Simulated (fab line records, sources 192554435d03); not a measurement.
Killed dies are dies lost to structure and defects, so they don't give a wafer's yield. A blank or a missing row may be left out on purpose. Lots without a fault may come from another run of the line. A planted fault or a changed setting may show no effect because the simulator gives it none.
Chamber matching | flow n5_finfet | N5_FIN_CUT_STRIP_24 on rie_diel-02: 4 sister chambers
The step strips in CF4. 14 wafers are shown with their chamber, then 7 later ones without.

WAFERS WITH THEIR CHAMBER
wafer  | chamber | drypump_motor_current_A (A) | throttle_valve_pct (%) | showerhead_plenum_p_Torr (Torr)
L079.2 | 3       | 6.3                         | 13.85                  | 1.69
L079.3 | 0       | 5.5                         | 13.93                  | 1.87
L079.5 | 3       | 6.3                         | 13.85                  | 1.69
L080.1 | 1       | 5.7                         | 13.76                  | 1.85
L080.3 | 2       | 6.2                         | 13.58                  | 1.80
L080.4 | 2       | 6.2                         | 13.59                  | 1.80
L081.1 | 2       | 6.2                         | 13.58                  | 1.79
L081.4 | 1       | 5.7                         | 13.75                  | 1.85
L081.6 | 0       | 5.5                         | 13.94                  | 1.87
L086.1 | 2       | 6.1                         | 13.62                  | 1.79
L086.4 | 3       | 6.2                         | 13.29                  | 1.90
L086.5 | 2       | 6.1                         | 13.60                  | 1.79
L090.1 | 0       | 5.5                         | 13.95                  | 1.87
L090.3 | 1       | 5.7                         | 13.79                  | 1.84

SIGNATURES (means of the wafers above)
reading                  | chamber 0 | chamber 1 | chamber 2 | chamber 3 | scatter within a chamber
drypump_motor_current_A  | 5.500     | 5.700     | 6.160     | 6.267     | 0.0432
throttle_valve_pct       | 13.9400   | 13.7667   | 13.5940   | 13.6633   | 0.145
showerhead_plenum_p_Torr | 1.8700    | 1.8467    | 1.7940    | 1.7600    | 0.0544
Rule: a wafer's distance from a chamber is the root of the sum, over the readings, of the square of ((its reading less the chamber's mean) divided by the reading's scatter). The wafer belongs to the nearest chamber; if the next one is less than 2 further off, it can't be placed. The scatter: the root of (the sum of the squares of (reading less its chamber's mean) over the shown wafers, divided by (wafers less chambers)).

WAFERS WITHOUT THEIR CHAMBER
wafer  | drypump_motor_current_A (A) | throttle_valve_pct (%) | showerhead_plenum_p_Torr (Torr)
L090.6 | 5.7                         | 13.80                  | 1.84
L092.2 | 6.2                         | 13.61                  | 1.79
L092.3 | 5.7                         | 13.80                  | 1.84
L092.6 | 5.5                         | 13.97                  | 1.87
L093.1 | 5.5                         | 13.99                  | 1.87
L093.3 | 6.1                         | 13.61                  | 1.79
L093.5 | 6.2                         | 13.63                  | 1.79

WHICH CHAMBER EACH WENT THROUGH
wafer  | from the rows above     | in truth
L090.6 | 1                       | 1
L092.2 | can't be placed: 2 or 3 | 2
L092.3 | 1                       | 1
L092.6 | 0                       | 0
L093.1 | 0                       | 0
L093.3 | 2                       | 2
L093.5 | can't be placed: 2 or 3 | 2
Placed correctly: 5 of 7. Can't be placed from these rows: 2 (the true chamber is among the candidates in 2). Placed wrongly: 0.
